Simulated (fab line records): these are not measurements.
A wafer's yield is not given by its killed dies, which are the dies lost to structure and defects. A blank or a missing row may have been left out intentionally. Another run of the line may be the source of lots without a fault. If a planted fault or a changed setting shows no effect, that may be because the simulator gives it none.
fab line records ; flow nand_harc
record: lots: 6; wafers: 18; last_day: 32
route steps=1302 shown A_WL_FILL@954 END@1302
lots with no fault: from the same line, run without faults
start_h: hours from the record's first day to the start of the lot's first wafer shown ; wait_h: hours from the lot's prior step to this one ; " identical to the entry in the row above ; L1.1+2: a single row standing in for several wafers ; - either no value or no given start ; * or withheld: withheld ; < > ~ a bound
route shown NAME@n: names a module that has steps shown in the file, with the first one's number in the route ; usual: average and standard deviation across the fault-free wafers ; same: alike in all rows ; chamber/n: place in a boat ; sites: the reading at each site ; _std_site: how widely they spread, as a standard deviation ; _edge_site: mean of outer sites minus mean of inner sites ; radius_mm: for every site, how far away it sits from the centre of the wafer ; mask NAME#n: copy n ; behind: the last tool/chamber to shape the wafer ; hold: why the lot was held/for how many hours/how that ended ; device: the n, p or np transistor that did not switch ; end of line: tests run on the same wafers once the route is complete ; a step with no rows: only its recipe ; killed: not the wafer's yield, but the dies lost to structure and defects at the first sort ; map: a wafer's dies, x killed, . not, _ none there
set.NAME: setting as actually run; set.NAME@STEP: the setting as run at that earlier step ; model.NAME: the simulator's own value behind a step, which no gauge read
lots at some steps of the route; a table a step, a row a wafer
services: when a tool's chamber went out of use (start_h, in hours from the record's first day, below 0 if earlier), for how many hours, and the reason
== steps ==
step: NHARC_A_WL_FILL_ALD_02
recipe: target_thk_a: 20; pulse_time_s: 3; ald_cycles: 100; temp_c: 450; material: TiN
usual: heater_power_w: 1112/95; precursor_pulse_height_rel: 0.997/0.02
lot.wafer;tool;chamber;start_h;wait_h;heater_power_w;precursor_pulse_height_rel
L567.4;ald_metal-04;1;484.48;0.1;898;1.017
L567.1;ald_metal-04;3;484.48;0.1;1156;1.001
L567.5;ald_metal-04;0;484.48;0.1;1029;1.020
L575.3;ald_metal-01;1;544.94;0.2;1095;0.979
L575.4;ald_metal-01;2;544.94;0.2;1142;0.995
L575.6;ald_metal-01;0;544.94;0.2;1060;1.030
L577.3;ald_metal-01;2;576.30;0.1;1144;1.024
L577.1;ald_metal-01;3;576.30;0.1;1162;0.998
L577.5;ald_metal-01;2;576.30;0.1;1169;0.993
L580.2;ald_metal-03;0;628.48;0.2;1264;0.986
L580.1;ald_metal-03;2;628.48;0.2;1168;0.969
L580.5;ald_metal-03;0;628.48;0.2;1269;0.990
L581.1;ald_metal-04;2;628.52;0.2;1170;0.981
L581.2;ald_metal-04;3;628.52;0.2;1164;0.986
L581.5;ald_metal-04;1;628.52;0.2;919;1.045
L586.1;ald_metal-01;1;650.21;0.2;1077;0.971
L586.3;ald_metal-01;3;650.21;0.2;1165;1.038
L586.2;ald_metal-01;0;650.21;0.2;1066;0.973
step: NHARC_A_WL_FILL_CVD_03
recipe: target_thk_a: 400; temp_c: 300; pressure_torr: 40; wf6_flow_sccm: 40; h2_flow_sccm: 1600; ar_flow_sccm: 1560; time_s: 279; material: W
usual: chamber_pressure_Torr: 40.01/0.09; heater_power_w: 470/32; throttle_valve_pct: 8.1/0.32
lot.wafer;tool;chamber;start_h;wait_h;chamber_pressure_Torr;heater_power_w;throttle_valve_pct
L567.1;cvd_w-01;1;484.87;0.1;39.85;442;7.8
L567.4;cvd_w-01;1;484.87;0.1;39.92;467;7.9
L567.5;cvd_w-01;1;484.87;0.1;40.09;453;8.3
L575.3;cvd_w-01;1;545.43;0.2;39.92;448;8.2
L575.4;cvd_w-01;0;545.43;0.2;40.03;518;8.4
L575.6;cvd_w-01;1;545.43;0.2;39.90;458;8.3
L577.1;cvd_w-02;1;576.79;0.1;39.99;431;8.4
L577.3;cvd_w-02;1;576.79;0.1;39.98;423;8.3
L577.5;cvd_w-02;0;576.79;0.1;39.95;506;7.4
L580.1;cvd_w-01;0;628.92;0.1;39.93;459;8.3
L580.2;cvd_w-01;1;628.92;0.1;39.89;455;8.0
L580.5;cvd_w-01;0;628.92;0.1;40.04;480;8.3
L581.1;cvd_w-02;1;629.12;0.2;40.13;420;8.8
L581.2;cvd_w-02;0;629.12;0.2;39.99;511;7.6
L581.5;cvd_w-02;0;629.12;0.2;40.04;478;7.9
L586.2;cvd_w-01;1;650.72;0.1;40.02;449;7.9
L586.1;cvd_w-01;0;650.72;0.1;40.11;488;8.2
L586.3;cvd_w-01;0;650.72;0.1;40.08;483;8.4
step: NHARC_A_WL_FILL_ETCHBACK_04
recipe: target_depth_a: 600; time_s: 120; chemistry: NF3
usual: drypump_motor_current_A: 5.7/0.46; oes_product_au: 1.001/0.0083; run_length_s: 141.5/0.45
lot.wafer;tool;chamber;start_h;wait_h;drypump_motor_current_A;oes_product_au;rf_hours_counter_h;run_length_s
L567.1;rie_metal-01;1;485.25;0.3;6.0;1.013;1.2;141.6
L567.4;rie_metal-01;0;485.25;0.3;5.2;1.002;-;142.2
L567.5;rie_metal-01;1;485.25;0.3;6.0;0.998;-;141.6
L575.3;rie_metal-01;0;545.77;0.3;5.2;0.995;-;142.0
L575.4;rie_metal-01;1;545.77;0.3;6.0;1.005;-;141.3
L575.6;rie_metal-01;1;545.77;0.3;6.0;0.999;-;141.1
L577.1;rie_metal-02;1;577.14;0.3;5.2;1.016;2.0;141.8
L577.3;rie_metal-02;0;577.14;0.3;5.7;1.004;-;141.0
L577.5;rie_metal-02;1;577.14;0.3;5.2;1.009;-;141.1
L580.2;rie_metal-03;0;629.29;0.3;6.4;0.989;1.2;141.3
L580.1;rie_metal-03;1;629.29;0.3;5.7;0.993;1.2;142.0
L580.5;rie_metal-03;1;629.29;0.3;5.7;0.999;-;141.8
L581.2;rie_metal-01;0;629.49;0.3;5.1;1.002;0.8;141.8
L581.1;rie_metal-01;1;629.49;0.3;6.0;0.996;0.8;141.3
L581.5;rie_metal-01;1;629.49;0.3;6.0;1.008;-;141.6
L586.1;rie_metal-01;1;651.10;0.3;6.0;1.016;1.4;141.6
L586.2;rie_metal-01;0;651.10;0.3;5.1;1.008;1.4;141.8
L586.3;rie_metal-01;0;651.10;0.3;5.2;1.006;-;141.9
step: NHARC_A_WL_FILL_ETCHBACK_05
recipe: target_depth_a: 220; time_s: 60; temp_c: 40; chemistry: Cl2/BCl3
usual: drypump_motor_current_A: 5.7/0.45; oes_product_au: 1.002/0.0072; run_length_s: 81.5/0.44
lot.wafer;tool;chamber;start_h;wait_h;drypump_motor_current_A;oes_product_au;rf_hours_counter_h;run_length_s
L567.1;rie_metal-01;0;485.51;0.2;5.1;1.002;0.8;81.7
L567.4;rie_metal-01;1;485.51;0.2;5.9;1.005;-;81.3
L567.5;rie_metal-01;1;485.51;0.2;6.0;1.001;-;81.2
L575.4;rie_metal-01;1;545.96;0.1;6.0;1.006;-;81.6
L575.3;rie_metal-01;0;545.96;0.1;5.1;0.998;-;81.9
L575.6;rie_metal-01;1;545.96;0.1;6.0;1.008;-;81.5
L577.1;rie_metal-02;0;577.35;0.2;5.7;1.000;1.7;80.7
L577.3;rie_metal-02;0;577.35;0.2;5.7;1.003;-;81.1
L577.5;rie_metal-02;0;577.35;0.2;5.7;1.002;-;80.6
L580.1;rie_metal-03;1;629.53;0.2;5.7;1.001;1.3;82.1
L580.2;rie_metal-03;0;629.53;0.2;6.4;0.988;1.3;81.6
L580.5;rie_metal-03;0;629.53;0.2;6.4;0.991;-;81.6
L581.1;rie_metal-01;1;629.73;0.2;6.0;1.013;0.9;81.2
L581.2;rie_metal-01;0;629.73;0.2;5.1;1.007;0.9;81.6
L581.5;rie_metal-01;1;629.73;0.2;5.9;1.009;-;81.3
L586.1;rie_metal-01;1;651.34;0.2;6.0;1.003;1.5;81.3
L586.2;rie_metal-01;0;651.34;0.2;5.2;0.993;1.5;81.7
L586.3;rie_metal-01;0;651.34;0.2;5.2;0.989;-;81.9
step: NHARC_A_WL_FILL_STRIP_27
recipe: power_w: 1500; temp_c: 250; time_s: 20; chemistry: N2/H2
step: NHARC_A_WL_FILL_STRIP_28
recipe: time_s: 1200; temp_c: 72.5; chemistry: post_etch_residue_remover
step: NHARC_A_WL_FILL_PRECLEAN_06
recipe: time_s: 300; chemistry: DIW
step: NHARC_A_WL_FILL_SRD_07
step: NHARC_A_WL_FILL_ANNEAL_08
recipe: temp_c: 450; time_s: 1800
step: NHARC_A_WL_FILL_ALD_10
recipe: target_thk_a: 500; pulse_time_s: 10; ald_cycles: 500; temp_c: 300; material: SiO2
step: NHARC_A_WL_FILL_ETCHBACK_16
recipe: target_depth_a: 1200; time_s: 24; c4f8_flow_sccm: withheld; o2_flow_sccm: 8; ar_flow_sccm: withheld; rf_w: 600; bias_w: 800; chemistry: C4F8/O2/Ar
usual: oes_product_au: 0.974/0.029; rf_vpp_V: 722/4; run_length_s: 45.4/0.5
lot.wafer;tool;chamber;start_h;wait_h;oes_product_au;rf_hours_counter_h;rf_vpp_V;run_length_s
L567.1;rie_diel-10;0;499.07;-;0.988;2.9;724;44.4
L567.4;rie_diel-10;3;499.07;-;0.996;3.5;728;46.2
L567.5;rie_diel-10;0;499.07;-;0.995;-;724;45.0
L575.3;rie_diel-08;3;556.28;-;0.996;0.1;719;27.0
L575.4;rie_diel-08;1;556.28;-;0.999;0.1;717;45.6
L575.6;rie_diel-08;0;556.28;-;1.002;-;719;45.2
L577.3;rie_diel-08;1;587.02;-;1.001;0.5;716;27.8
L577.1;rie_diel-08;2;587.02;-;0.995;0.7;722;45.3
L577.5;rie_diel-08;3;587.02;-;1.000;-;721;26.7
L580.1;rie_diel-05;1;639.56;-;0.997;2.0;727;44.6
L580.2;rie_diel-05;0;639.56;-;0.995;1.6;717;45.7
L580.5;rie_diel-05;2;639.56;-;0.991;-;726;45.1
L581.1;rie_diel-08;0;642.69;-;1.002;2.0;721;45.8
L581.2;rie_diel-08;1;642.69;-;0.985;1.9;717;45.5
L581.5;rie_diel-08;0;642.69;-;0.991;-;721;45.4
L586.3;rie_diel-10;1;660.97;-;0.917;3.4;726;46.0
L586.1;rie_diel-10;2;660.97;-;0.922;3.6;718;45.9
L586.2;rie_diel-10;3;660.97;-;0.923;3.2;730;45.5
step: NHARC_A_WL_FILL_STRIP_29
recipe: time_s: 20; o2_flow_sccm: 500; ar_flow_sccm: 0; bias_w: 0; chemistry: O2
usual: drypump_motor_current_A: 5.6/0.38; oes_product_au: 0.999/0.0072; rf_vpp_V: 57.6/0.91; showerhead_plenum_p_Torr: 3.51/0.13; throttle_valve_pct: 17.038/0.0099
lot.wafer;tool;chamber;start_h;wait_h;drypump_motor_current_A;oes_product_au;rf_hours_counter_h;rf_vpp_V;showerhead_plenum_p_Torr;throttle_valve_pct
L567.1;rie_diel-10;0;499.17;0.1;5.6;0.999;2.9;58.1;3.55;17.051
L567.4;rie_diel-10;1;499.17;0.1;5.8;1.001;3.8;57.0;3.61;17.029
L567.5;rie_diel-10;3;499.17;0.1;6.2;0.988;-;57.9;3.70;17.035
L575.4;rie_diel-08;2;556.38;0.1;5.7;1.009;0.1;57.3;3.50;17.054
L575.3;rie_diel-08;3;556.38;0.1;5.4;0.991;0.1;56.3;3.44;17.040
L575.6;rie_diel-08;0;556.38;0.1;5.3;1.002;-;55.9;3.45;17.042
L577.3;rie_diel-08;1;587.10;0.1;5.6;1.010;0.6;57.2;3.31;17.042
L577.1;rie_diel-08;2;587.10;0.1;5.7;1.002;0.7;58.1;3.50;17.009
L577.5;rie_diel-08;3;587.10;0.1;5.4;0.996;-;57.0;3.44;17.040
L580.2;rie_diel-05;2;639.66;0.1;5.2;0.989;1.9;57.7;3.68;17.022
L580.1;rie_diel-05;0;639.66;0.1;5.2;0.988;1.6;56.8;3.34;17.021
L580.5;rie_diel-05;3;639.66;0.1;6.4;0.998;-;58.8;3.62;17.053
L581.1;rie_diel-08;3;642.79;0.1;5.4;0.996;2.1;57.9;3.44;17.049
L581.2;rie_diel-08;2;642.79;0.1;5.7;0.994;1.1;58.6;3.50;17.042
L581.5;rie_diel-08;0;642.79;0.1;5.3;1.007;-;57.6;3.45;17.035
L586.2;rie_diel-10;2;661.07;0.1;4.9;1.005;3.6;56.8;3.35;17.049
L586.3;rie_diel-10;3;661.07;0.1;6.2;0.992;3.2;59.4;3.70;17.023
L586.1;rie_diel-10;1;661.07;0.1;5.8;0.992;3.4;58.7;3.60;17.027
step: NHARC_END_SORT_01
recipe: temp_c: 25
usual: killed_at_array: 58/20; killed_at_other: 0.9/1.4; killed_at_periphery: 4/3.1; killed_dies: 63/20; killed_open: 3.3/1.8; killed_short: 2.4/1.5
same: gross_dies: 677
lot.wafer;tool;chamber;start_h;wait_h;killed_at_array;killed_at_other;killed_at_periphery;killed_dies;killed_open;killed_short
L575.3;prober-02;0;658.61;3.1;675;0;2;677;1;2
L575.4;prober-02;0;659.41;3.4;38;0;1;39;5;4
L575.6;prober-02;0;661.01;4.0;31;1;1;33;2;3
L577.3;prober-01;0;675.29;3.1;677;0;0;677;1;4
L577.5;prober-01;0;676.87;3.6;676;0;1;677;1;2
L586.1;prober-02;0;765.00;2.5;75;0;7;82;5;3
L586.2;prober-02;0;765.81;2.8;65;0;4;69;3;0
L586.3;prober-02;0;766.62;3.1;55;0;1;56;2;0
killed by level:class
L575.3 A_WL_FILL:area_etchback=654 A_CHANNEL_HOLE_D2:chamber_film_flake=6 A_CHANNEL_FILL_D1:chamber_film_flake=4 A_CHANNEL_FILL_D1:geometric_particle:short=2 A_CHANNEL_HOLE_D1:chamber_film_flake=2 A_STAIRCASE:chamber_film_flake=2 P_M0:geometric_particle:open=1 P_GATE:chamber_film_flake=1
L575.4 A_CHANNEL_HOLE_D2:chamber_film_flake=15 A_CHANNEL_HOLE_D1:chamber_film_flake=5 A_SLIT:chamber_film_flake=3 A_CHANNEL_FILL_D2:geometric_particle:short=2 A_M0:geometric_particle:open=2 A_ONON_D1:geometric_particle:short=1 A_CHANNEL_FILL_D1:geometric_particle:open=1 A_CHANNEL_FILL_D2:geometric_particle:open=1
L575.6 A_CHANNEL_HOLE_D1:chamber_film_flake=9 A_CHANNEL_HOLE_D2:chamber_film_flake=8 A_STAIRCASE:chamber_film_flake=5 A_CHANNEL_FILL_D1:chamber_film_flake=2 A_DECK1_JOINT:geometric_particle:open=1 A_CHANNEL_HOLE_D2:geometric_particle:short=1 A_CHANNEL_FILL_D2:geometric_particle:open=1 A_CHANNEL_FILL_D2:geometric_particle:short=1
L577.3 A_WL_FILL:area_etchback=606 A_CHANNEL_HOLE_D1:chamber_film_flake=40 A_SLIT:chamber_film_flake=18 A_CONTACT:chamber_film_flake=4 A_CHANNEL_FILL_D1:geometric_particle:short=1 A_ONON_D2:geometric_particle:short=1 A_CHANNEL_FILL_D2:geometric_particle:short=1 A_WL_FILL:geometric_particle:open=1
L577.5 A_WL_FILL:area_etchback=613 A_CHANNEL_HOLE_D1:chamber_film_flake=35 A_SLIT:chamber_film_flake=16 A_CONTACT:chamber_film_flake=5 A_STAIRCASE:chamber_film_flake=2 A_CHANNEL_HOLE_D2:geometric_particle:open=1 A_CHANNEL_FILL_D2:geometric_particle:short=1 A_WL_FILL:geometric_particle:short=1
L586.1 A_CHANNEL_HOLE_D1:chamber_film_flake=26 A_CHANNEL_HOLE_D2:chamber_film_flake=26 A_SLIT:chamber_film_flake=5 A_CONTACT:chamber_film_flake=5 A_CHANNEL_FILL_D1:chamber_film_flake=4 P_GATE:chamber_film_flake=3 A_ONON_D1:geometric_particle:short=2 P_STI:chamber_film_flake=2
L586.2 A_CHANNEL_HOLE_D1:chamber_film_flake=31 A_CHANNEL_HOLE_D2:chamber_film_flake=18 A_CONTACT:chamber_film_flake=7 A_WL_FILL:geometric_particle:open=2 P_GATE:chamber_film_flake=2 A_SLIT:chamber_film_flake=2 A_BONDPAD:chamber_film_flake=2 A_ONON_D1:geometric_particle:open=1
L586.3 A_CHANNEL_HOLE_D1:chamber_film_flake=25 A_CHANNEL_HOLE_D2:chamber_film_flake=16 A_SLIT:chamber_film_flake=6 A_CONTACT:chamber_film_flake=2 A_ONON_D1:geometric_particle:open=1 A_CHANNEL_FILL_D2:geometric_particle:open=1 P_STI:chamber_film_flake=1 A_CHANNEL_FILL_D1:chamber_film_flake=1
map L575.3 (x killed, . not)
____________x____________
_________xxxxxxx_________
_______xxxxxxxxxxx_______
______xxxxxxxxxxxxx______
_____xxxxxxxxxxxxxxx_____
____xxxxxxxxxxxxxxxxx____
____xxxxxxxxxxxxxxxxx____
___xxxxxxxxxxxxxxxxxxx___
___xxxxxxxxxxxxxxxxxxx___
__xxxxxxxxxxxxxxxxxxxxx__
__xxxxxxxxxxxxxxxxxxxxx__
_xxxxxxxxxxxxxxxxxxxxxxx_
_xxxxxxxxxxxxxxxxxxxxxxx_
_xxxxxxxxxxxxxxxxxxxxxxx_
_xxxxxxxxxxxxxxxxxxxxxxx_
_xxxxxxxxxxxxxxxxxxxxxxx_
xxxxxxxxxxxxxxxxxxxxxxxxx
xxxxxxxxxxxxxxxxxxxxxxxxx
xxxxxxxxxxxxxxxxxxxxxxxxx
xxxxxxxxxxxxxxxxxxxxxxxxx
xxxxxxxxxxxxxxxxxxxxxxxxx
_xxxxxxxxxxxxxxxxxxxxxxx_
_xxxxxxxxxxxxxxxxxxxxxxx_
_xxxxxxxxxxxxxxxxxxxxxxx_
_xxxxxxxxxxxxxxxxxxxxxxx_
_xxxxxxxxxxxxxxxxxxxxxxx_
__xxxxxxxxxxxxxxxxxxxxx__
__xxxxxxxxxxxxxxxxxxxxx__
___xxxxxxxxxxxxxxxxxxx___
___xxxxxxxxxxxxxxxxxxx___
____xxxxxxxxxxxxxxxxx____
____xxxxxxxxxxxxxxxxx____
_____xxxxxxxxxxxxxxx_____
______xxxxxxxxxxxxx______
_______xxxxxxxxxxx_______
_________xxxxxxx_________
____________x____________
map L577.3 (x killed, . not)
____________x____________
_________xxxxxxx_________
_______xxxxxxxxxxx_______
______xxxxxxxxxxxxx______
_____xxxxxxxxxxxxxxx_____
____xxxxxxxxxxxxxxxxx____
____xxxxxxxxxxxxxxxxx____
___xxxxxxxxxxxxxxxxxxx___
___xxxxxxxxxxxxxxxxxxx___
__xxxxxxxxxxxxxxxxxxxxx__
__xxxxxxxxxxxxxxxxxxxxx__
_xxxxxxxxxxxxxxxxxxxxxxx_
_xxxxxxxxxxxxxxxxxxxxxxx_
_xxxxxxxxxxxxxxxxxxxxxxx_
_xxxxxxxxxxxxxxxxxxxxxxx_
_xxxxxxxxxxxxxxxxxxxxxxx_
xxxxxxxxxxxxxxxxxxxxxxxxx
xxxxxxxxxxxxxxxxxxxxxxxxx
xxxxxxxxxxxxxxxxxxxxxxxxx
xxxxxxxxxxxxxxxxxxxxxxxxx
xxxxxxxxxxxxxxxxxxxxxxxxx
_xxxxxxxxxxxxxxxxxxxxxxx_
_xxxxxxxxxxxxxxxxxxxxxxx_
_xxxxxxxxxxxxxxxxxxxxxxx_
_xxxxxxxxxxxxxxxxxxxxxxx_
_xxxxxxxxxxxxxxxxxxxxxxx_
__xxxxxxxxxxxxxxxxxxxxx__
__xxxxxxxxxxxxxxxxxxxxx__
___xxxxxxxxxxxxxxxxxxx___
___xxxxxxxxxxxxxxxxxxx___
____xxxxxxxxxxxxxxxxx____
____xxxxxxxxxxxxxxxxx____
_____xxxxxxxxxxxxxxx_____
______xxxxxxxxxxxxx______
_______xxxxxxxxxxx_______
_________xxxxxxx_________
____________x____________
== services ==
tool;chamber;start_h;hours;kind
ald_metal-04;-;474.00;10.0;pm
rie_metal-02;0;477.50;18.2;repair
rie_diel-05;-;481.01;0.4;repair
rie_metal-02;-;517.15;0.9;repair
rie_metal-03;-;519.06;9.0;pm
cvd_w-02;0;520.66;10.7;repair
ald_metal-01;1;523.41;7.7;repair
rie_diel-08;3;524.58;2.5;repair
ald_metal-01;-;526.00;10.0;pm
rie_diel-08;1;531.43;16.2;repair
rie_diel-05;3;538.86;5.4;repair
rie_diel-08;-;544.80;9.0;pm
cvd_w-01;-;547.00;13.0;pm
ald_metal-04;3;547.48;15.6;repair
ald_metal-04;1;563.11;4.6;repair
rie_metal-01;-;568.36;4.8;repair
rie_diel-05;3;568.96;15.0;repair
rie_metal-01;-;575.00;9.0;pm
rie_diel-08;-;592.77;2.5;repair
rie_diel-08;2;596.07;8.9;repair
rie_diel-10;-;596.53;9.0;pm
rie_diel-08;2;621.34;4.0;repair
ald_metal-01;2;635.72;30.5;repair
rie_metal-01;1;658.88;5.5;repair
== key ==
first_sign: step: NHARC_A_WL_FILL_ETCHBACK_16; reading: run_length_s; direction: down; sigmas: 36; usual: *; struck: *
effect: step: NHARC_END_SORT_01; reading: killed_at_array; direction: up; sigmas: 32; usual: 58; struck: 676
more_kills_born_at: NHARC_A_WL_FILL_ETCHBACK_16@rie_diel-08: 1873
met_at NHARC_A_WL_FILL_ETCHBACK_16
struck_wafers L575.3,L577.3,L577.5
later_rows_left_out L575.3,L577.3,L577.5
tester_left_out L575,L577
fault: kind: process_parameter_drift; tool: rie_diel-08; chamber: -; onset_h: 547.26; steps: NHARC_A_WL_FILL_ETCHBACK_16; channel: time_s; offset: *; shape: step; end_h: 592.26; scope: struck_wafers_only; acts_in: *; stated: *
tester_left_out: of these lots the tester's yield and bins aren't shown, on N5 and GAA mostly nor the transistor test; their killed dies are dies lost to structure and defects alone, not to doping, threshold or leakage, so they don't give the yield
later_rows_left_out: the simulator's readings of these wafers behind a module that went badly wrong aren't trusted and aren't shown, but for the sort
